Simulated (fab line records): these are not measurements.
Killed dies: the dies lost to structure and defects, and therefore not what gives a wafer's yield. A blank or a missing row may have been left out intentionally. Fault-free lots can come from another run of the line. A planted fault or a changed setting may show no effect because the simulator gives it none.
Which tool is to blame? | flow n5 finfet | Sampling: 8 lots, 24 wafers, 9 of 1938 route steps

== WHAT THE GAUGES SHOWED, per wafer ==
N5_FIN_SAQP_INSPECT_18: inspects for defects (brightfield). Usual: 414 for raw defect count, sd 130.
lot  | measured    | on                | raw defect count | flag
L937 | day 2 10:06 | defect inspect-01 | 564 276 364      |
L938 | day 2 16:25 | defect inspect-01 | 307 435 602      |
L939 | day 2 21:20 | defect inspect-02 | 399 453 469      |
L945 | day 4 09:38 | defect inspect-02 | 808 593 610      |
L947 | day 4 22:58 | defect inspect-02 | 332 248 305      |
L950 | day 5 15:04 | defect inspect-02 | 429 886 357      |
L951 | day 5 21:29 | defect inspect-02 | 382 453 470      |
L952 | day 6 04:17 | defect inspect-02 | 395 413 361      |

N5_FIN_SAQP_INSPECT_40: inspects for defects (brightfield). Usual: 231 for raw defect count, sd 64.
lot  | measured    | on                | raw defect count | flag
L937 | day 2 14:21 | defect inspect-01 | 260 170 202      |
L938 | day 2 21:02 | defect inspect-02 | 165 212 244      |
L939 | day 3 01:54 | defect inspect-01 | 153 178 149      |
L945 | day 4 14:06 | defect inspect-02 | 233 381 373      |
L947 | day 5 03:41 | defect inspect-02 | 322 229 239      |
L950 | day 5 20:05 | defect inspect-02 | 343 753 243      | OFF
L951 | day 6 02:13 | defect inspect-01 | 252 227 293      |
L952 | day 6 08:59 | defect inspect-01 | 276 359 225      |

N5_FIN_CUT_INSPECT_10: inspects for defects (brightfield). Usual: 42 for raw defect count, sd 13.
lot  | measured    | on                | raw defect count | flag
L937 | day 2 14:44 | defect inspect-02 | 37 30 33         |
L938 | day 2 21:33 | defect inspect-01 | 48 61 41         |
L939 | day 3 02:25 | defect inspect-02 | 28 29 28         |
L945 | day 4 14:29 | defect inspect-02 | 41 65 80         |
L947 | day 5 04:12 | defect inspect-02 | 57 43 37         |
L950 | day 5 20:36 | defect inspect-01 | 62 455 37        | OFF
L951 | day 6 02:37 | defect inspect-01 | 40 42 60         |
L952 | day 6 09:23 | defect inspect-01 | 42 78 51         |

N5_FIN_CUT_INSPECT_17: inspects for defects (brightfield). Usual: 234 for raw defect count, sd 65.
lot  | measured    | on                | raw defect count | flag
L937 | day 2 15:45 | defect inspect-02 | 236 166 197      |
L938 | day 2 22:38 | defect inspect-01 | 189 251 260      |
L939 | day 3 03:22 | defect inspect-02 | 153 172 133      |
L945 | day 4 15:26 | defect inspect-02 | 241 383 377      |
L947 | day 5 05:11 | defect inspect-01 | 365 259 245      |
L950 | day 5 21:35 | defect inspect-01 | 354 783 286      | OFF
L951 | day 6 03:34 | defect inspect-01 | 262 236 307      |
L952 | day 6 10:19 | defect inspect-02 | 232 326 213      |

N5_BEOL_M4_RC_MEAS_101. Usual: DIBL_N 36.4 mV/V, standard deviation 1.3; DIBL_P 36.5 mV/V, standard deviation 1.7; IOFF_N 0.154 nA/um, standard deviation 0.022; IOFF_P 0.202 nA/um, standard deviation 0.025; ION_N 671 uA/um, standard deviation 9.8; ION_P 460 uA/um, standard deviation 6.8; SS_N 71.6 mV/dec, standard deviation 0.54; SS_P 73.4 mV/dec, standard deviation 0.58; VT_N 250.9 mV, standard deviation 2.8; VT_P -251.4 mV, standard deviation 2.7.
lot  | measured     | on        | DIBL_N (mV/V)  | DIBL_P (mV/V)  | IOFF_N (nA/um)    | IOFF_P (nA/um)    | ION_N (uA/um) | ION_P (uA/um) | SS_N (mV/dec)  | SS_P (mV/dec)  | VT_N (mV)         | VT_P (mV)            | flag
L937 | day 8 07:36  | prober-02 | 37.7 34.9 37.6 | 38.0 34.4 37.3 | 0.170 0.125 0.170 | 0.216 0.167 0.201 | 667 657 672   | 457 453 456   | 71.6 70.8 71.3 | 74.3 73.3 74.2 | 249.1 255.3 251.2 | -252.6 -256.2 -253.2 |
L938 | day 8 14:12  | prober-02 | 39.3 36.8 35.7 | 38.5 36.2 34.4 | 0.174 0.132 0.116 | 0.185 0.155 0.142 | 669 662 657   | 447 446 444   | 72.4 71.7 71.4 | 74.5 72.9 73.5 | 252.2 253.1 258.6 | -256.8 -256.9 -256.9 |
L939 | day 8 10:06  | prober-02 | 36.4 38.7 38.6 | 36.5 38.8 38.8 | 0.135 0.172 0.176 | 0.171 0.203 0.202 | 662 678 676   | 448 453 450   | 70.7 71.6 71.8 | 72.7 74.2 73.7 | 251.5 247.7 247.2 | -255.8 -253.6 -253.1 |
L945 | day 10 04:52 | prober-01 | 37.0 36.2 35.5 | 36.6 35.5 34.2 | 0.162 0.148 0.134 | 0.231 0.208 0.188 | 680 674 671   | 472 463 462   | 71.5 71.1 71.2 | 73.0 72.7 71.7 | 248.9 249.8 249.6 | -249.5 -251.7 -250.8 |
L947 | day 10 14:14 | prober-01 | 35.9 35.8 35.6 | 38.8 39.1 38.8 | 0.157 0.153 0.147 | 0.192 0.191 0.182 | 673 665 672   | 458 458 452   | 71.7 71.6 71.8 | 73.6 73.8 73.1 | 249.1 251.6 252.3 | -254.4 -251.8 -254.5 |
L950 | day 11 21:14 | prober-01 | 37.2 35.0 36.2 | 35.4 34.6 35.3 | 0.176 0.140 0.156 | 0.210 0.197 0.205 | 665 667 663   | 452 457 456   | 72.6 72.0 71.8 | 73.9 73.3 73.6 | 250.9 252.5 250.5 | -251.1 -249.8 -248.8 |
L951 | day 12 01:38 | prober-01 | 33.6 34.6 35.3 | 33.9 35.4 36.2 | 0.125 0.136 0.144 | 0.181 0.197 0.205 | 662 671 667   | 457 463 457   | 70.7 71.0 71.8 | 72.4 73.3 73.4 | 255.2 252.1 253.1 | -250.4 -249.0 -250.7 |
L952 | day 12 04:25 | prober-01 | 34.8 35.5 36.8 | 34.5 35.5 36.3 | 0.125 0.136 0.145 | 0.172 0.194 0.209 | 655 660 659   | 449 458 458   | 71.9 71.4 71.2 | 72.9 73.9 73.0 | 256.1 254.0 250.3 | -255.7 -254.8 -253.4 |

== WHAT TOOL EACH LOT RAN ON (gives the tool, then ch and the chambers of the sampled wafers, and finally the start) ==
lot  | N5_FIN_SAQP_ALD_61               | N5_FIN_SAQP_HM_DEP_03          | N5_FIN_SAQP_ETCH_51               | N5_FIN_SAQP_MANDREL_ETCH_22
L937 | ald sin-02 ch 0,1,3, day 2 08:45 | pecvd-03 ch 0,1,2, day 2 09:19 | rie diel-06 ch 1,2,3, day 2 10:10 | rie si-05 ch 0,1,2, day 2 10:25
L938 | ald sin-02 ch 0,1, day 2 14:56   | pecvd-04 ch 0,1, day 2 15:32   | rie diel-06 ch 0,3, day 2 16:29   | rie si-01 ch 0,1,2, day 2 16:44
L939 | ald sin-04 ch 0,1,2, day 2 20:03 | pecvd-02 ch 0,1, day 2 20:30   | rie diel-02 ch 0,2,3, day 2 21:25 | rie si-01 ch 1,2,3, day 2 21:40
L945 | ald sin-02 ch 0,2, day 4 08:23   | pecvd-03 ch 1,2, day 4 08:55   | rie diel-02 ch 1,2,3, day 4 09:42 | rie si-03 ch 0,1,2, day 4 09:57
L947 | ald sin-02 ch 1,2,3, day 4 21:49 | pecvd-02 ch 0,1,2, day 4 22:14 | rie diel-06 ch 0,1,2, day 4 23:02 | rie si-05 ch 1,2,3, day 4 23:17
L950 | ald sin-01 ch 1,2, day 5 13:55   | pecvd-02 ch 0,1, day 5 14:20   | rie diel-05 ch 0,1,3, day 5 15:12 | rie si-03 ch 1,2,3, day 5 15:26
L951 | ald sin-01 ch 2,3, day 5 20:10   | pecvd-03 ch 0,1, day 5 20:38   | rie diel-06 ch 1,3, day 5 21:33   | rie si-05 ch 0,3, day 5 21:47
L952 | ald sin-02 ch 0,1,3, day 6 02:51 | pecvd-03 ch 0,2, day 6 03:24   | rie diel-06 ch 2,3, day 6 04:22   | rie si-01 ch 1,2,3, day 6 04:37
- N5_FIN_SAQP_ALD_61: deposits SiO2, target thk 4 nm, pulse time 1 s, purge time 2 s.
- N5_FIN_SAQP_HM_DEP_03: deposits SiNx from SiH4/NH3/N2, target thk 38 nm, time 33.6 s.
- N5_FIN_SAQP_ETCH_51: etches SiARC in CF4, target depth 45.5 nm, time 75.8 s.
- N5_FIN_SAQP_MANDREL_ETCH_22: etches a-Si in HBr/Cl2, stops on SiNx, target depth 60 nm, bt time 10 s, time 30 s.

== WHAT THE TOOLS THEMSELVES READ (means of the sampled wafers that have a number; where no wafer has one, the mark that the record gives instead) ==
N5_FIN_SAQP_ALD_61. Usual: heater power w 506 W, standard deviation 43; precursor pulse height rel 0.999, standard deviation 0.019.
lot  | tool       | heater power w (W) | precursor pulse height rel | flag
L937 | ald sin-02 | 527                | 0.985                      |
L938 | ald sin-02 | 530                | 0.987                      |
L939 | ald sin-04 | 523                | 0.999                      |
L945 | ald sin-02 | 530                | 1.005                      |
L947 | ald sin-02 | 526                | 1.004                      |
L950 | ald sin-01 | 458                | 0.990                      |
L951 | ald sin-01 | 432                | 0.981                      |
L952 | ald sin-02 | 525                | 0.996                      |

N5_FIN_SAQP_HM_DEP_03. Usual: heater power w 812 W, standard deviation 98; showerhead plenum p Torr 5.15 Torr, standard deviation 0.066; throttle valve pct 39.4 %, standard deviation 1.3.
lot  | tool     | heater power w (W) | showerhead plenum p Torr (Torr) | throttle valve pct (%) | flag
L937 | pecvd-03 | 861                | 5.16                            | 39.5                   |
L938 | pecvd-04 | 886                | 5.13                            | 40.4                   |
L939 | pecvd-02 | 695                | 5.12                            | 39.1                   |
L945 | pecvd-03 | 779                | 5.13                            | 39.1                   |
L947 | pecvd-02 | 728                | 5.15                            | 38.9                   |
L950 | pecvd-02 | 710                | 5.11                            | 39.4                   |
L951 | pecvd-03 | 848                | 5.22                            | 40.1                   |
L952 | pecvd-03 | 828                | 5.08                            | 39.3                   |

N5_FIN_SAQP_ETCH_51. Usual: drypump motor current A 5.8 A, standard deviation 0.36; etch rf on time s 76.2 s, standard deviation 1.1; oes product au 0.65 a.u., standard deviation 0.061; rf vpp V 183.7 V, standard deviation 1.1; showerhead plenum p Torr 2.11 Torr, standard deviation 0.054; throttle valve pct 15.74 %, standard deviation 0.22.
lot  | tool        | drypump motor current A (A) | etch rf on time s (s) | oes product au (a.u.) | rf vpp V (V) | showerhead plenum p Torr (Torr) | throttle valve pct (%) | flag
L937 | rie diel-06 | 6.0                         | 75.0                  | 0.66                  | 184.1        | 2.12                            | 15.63                  |
L938 | rie diel-06 | 5.9                         | 76.3                  | 0.62                  | 184.0        | 2.11                            | 15.80                  |
L939 | rie diel-02 | 6.0                         | 75.9                  | 0.65                  | 183.8        | 2.11                            | 15.91                  |
L945 | rie diel-02 | 5.8                         | 75.9                  | 0.64                  | 183.2        | 2.12                            | 15.89                  |
L947 | rie diel-06 | 5.9                         | 77.2                  | 0.60                  | 184.2        | 2.12                            | 15.75                  |
L950 | rie diel-05 | 5.5                         | 75.0                  | 0.66                  | 183.0        | 2.11                            | 15.62                  |
L951 | rie diel-06 | 6.1                         | 76.5                  | 0.65                  | 183.8        | 2.12                            | 15.74                  |
L952 | rie diel-06 | 6.0                         | 76.1                  | 0.61                  | 183.0        | 2.10                            | 15.63                  |

N5_FIN_SAQP_MANDREL_ETCH_22. Usual: drypump motor current A 5.6 A, standard deviation 0.54; oes product au 0.767 a.u., standard deviation 0.014; throttle valve pct 35.31 %, standard deviation 0.2.
lot  | tool      | drypump motor current A (A) | oes product au (a.u.) | throttle valve pct (%) | flag
L937 | rie si-05 | 5.6                         | 0.774                 | 35.13                  |
L938 | rie si-01 | 5.7                         | 0.771                 | 35.49                  |
L939 | rie si-01 | 5.7                         | 0.766                 | 35.50                  |
L945 | rie si-03 | 5.6                         | 0.767                 | 35.37                  |
L947 | rie si-05 | 5.4                         | 0.769                 | 35.16                  |
L950 | rie si-03 | 5.5                         | 0.762                 | 35.24                  |
L951 | rie si-05 | 5.5                         | 0.758                 | 35.06                  |
L952 | rie si-01 | 5.7                         | 0.747                 | 35.52                  |

== THE ANSWER, worked out from the rows above alone ==
Rule: a lot counts as off when the mean over its wafers that have a number is more than 3 standard deviations away from the usual mean. Also off: a lot with no number at a reading for which 4 or more lots have one. The other lots that the step has rows for count as sound. The gauges are gone through in route order, then the tools' own readings, and for those a lot's mean is taken as printed above. The first step at which some lot is off is used, and at that step the reading that is off furthest; a lot without a number counts as furthest.
Off: L950, at N5_FIN_SAQP_INSPECT_40 (raw defect count).
A tool fits if, at a process step before that reading, it ran every lot that is off, and no sound lot after the first of them. Not tried: the gauges at N5_FIN_SAQP_INSPECT_40; whatever is off there is also off at N5_FIN_CUT_INSPECT_10, on other tools, and gauge error can't account for it. Can't be told from this: 3 tools fit, pecvd-02 at N5_FIN_SAQP_HM_DEP_03, rie diel-05 at N5_FIN_SAQP_ETCH_51, rie si-03 at N5_FIN_SAQP_MANDREL_ETCH_22.

== WHAT THE SIMULATOR HAD PUT IN ==
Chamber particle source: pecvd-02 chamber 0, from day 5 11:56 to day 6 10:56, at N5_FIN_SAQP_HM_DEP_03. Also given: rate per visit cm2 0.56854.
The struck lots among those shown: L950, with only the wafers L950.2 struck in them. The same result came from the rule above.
